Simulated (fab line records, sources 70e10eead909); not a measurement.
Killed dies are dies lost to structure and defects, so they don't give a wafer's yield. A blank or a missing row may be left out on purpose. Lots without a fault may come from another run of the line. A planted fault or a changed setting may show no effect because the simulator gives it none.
A struck lot beside a sound one | flow nand_harc | 13 steps out of a route of 1302
Sound: wafers L874.1, L874.5, L874.6. Struck: wafers L876.3, L876.4, L876.5. The cause comes at the end.
At each step with rows: each side's tool, then ch and its chambers, then its first start. Under that, the readings that differ: sound wafers | struck wafers | difference of the means | sigmas: that difference in standard deviations of wafers without a fault.
alike: readings whose means differ by less than 2 such deviations, and words and numbers that are the same on both sides. not compared: withheld readings, readings that some wafer has no value for, bounds like >300 that may hide the same value, and numbers for which the record gives no deviation and whose values overlap.
The two part at a step that has a row with sigmas, a row that says differs or no value, or rows on one side only. Numbers that don't overlap but have no deviation are shown without sigmas and don't part them. A reading that every wafer of one side lacks parts them only if that side has two wafers or more.

first, 1 step without rows for these wafers: NHARC_A_ONON_D2_DEP_19 (target thk 1000 nm).
NHARC_A_ONON_D2_THK_MEAS_21: measures by ellipsometry.
  sound on film_metro-01, day 13 21:56; struck on film_metro-02, day 14 06:21
  alike: thk_nm
then, 1 step without rows for these wafers: NHARC_A_ONON_D2_DEP_22 (target thk 1000 nm).
NHARC_A_ONON_D2_THK_MEAS_24: measures by ellipsometry.
  sound on film_metro-02, day 13 22:30; struck on film_metro-02, day 14 06:55
  alike: thk_nm
then, 1 step without rows for these wafers: NHARC_A_ONON_D2_DEP_25 (target thk 1000 nm).
NHARC_A_ONON_D2_THK_MEAS_27: measures by ellipsometry.
  sound on film_metro-02, day 13 23:04; struck on film_metro-01, day 14 07:29
  alike: thk_nm
then, 1 step without rows for these wafers: NHARC_A_ONON_D2_DEP_28 (target thk 1000 nm).
NHARC_A_ONON_D2_THK_MEAS_30: measures by ellipsometry.
  sound on film_metro-01, day 13 23:38; struck on film_metro-02, day 14 08:03
  reading     | sound          | struck      | difference | sigmas
  thk_nm (nm) | 1016 1015 1017 | 996 996 996 | -20        | -2
NHARC_A_ONON_D2_DEP_33: deposits SiO2, target thk 200 nm.
  sound on pecvd-04 ch 0,2, day 13 23:41; struck on pecvd-03 ch 0,1,2, day 14 08:11
  alike: heater_power_w, throttle_valve_pct
NHARC_A_ONON_D2_THK_MEAS_34: measures by ellipsometry.
  sound on film_metro-01, day 14 00:06; struck on film_metro-02, day 14 08:31
  alike: thk_nm
NHARC_A_ONON_D2_INSPECT_32:
  sound on defect_inspect-02, day 14 00:10; struck on defect_inspect-02, day 14 08:36
  alike: raw_defect_count
NHARC_A_CHANNEL_HOLE_D2_DEP_00: deposits aC, target thk 3100 nm.
  sound on acl_dep-01 ch 0, day 14 01:11; struck on acl_dep-03 ch 0, day 14 12:21
  alike: throttle_valve_pct
NHARC_A_CHANNEL_HOLE_D2_DEP_01: deposits SiON, target thk 140 nm.
  sound on pecvd-04 ch 0,2, day 14 03:09; struck on pecvd-03 ch 0,1,2, day 14 13:40
  alike: heater_power_w

WHERE THEY PART
Only at NHARC_A_ONON_D2_THK_MEAS_30, within this record. Later steps at which nothing parts them and some readings are alike: NHARC_A_ONON_D2_DEP_33, NHARC_A_ONON_D2_THK_MEAS_34, NHARC_A_ONON_D2_INSPECT_32, NHARC_A_CHANNEL_HOLE_D2_DEP_00, NHARC_A_CHANNEL_HOLE_D2_DEP_01.

WHY: what the simulator had put in
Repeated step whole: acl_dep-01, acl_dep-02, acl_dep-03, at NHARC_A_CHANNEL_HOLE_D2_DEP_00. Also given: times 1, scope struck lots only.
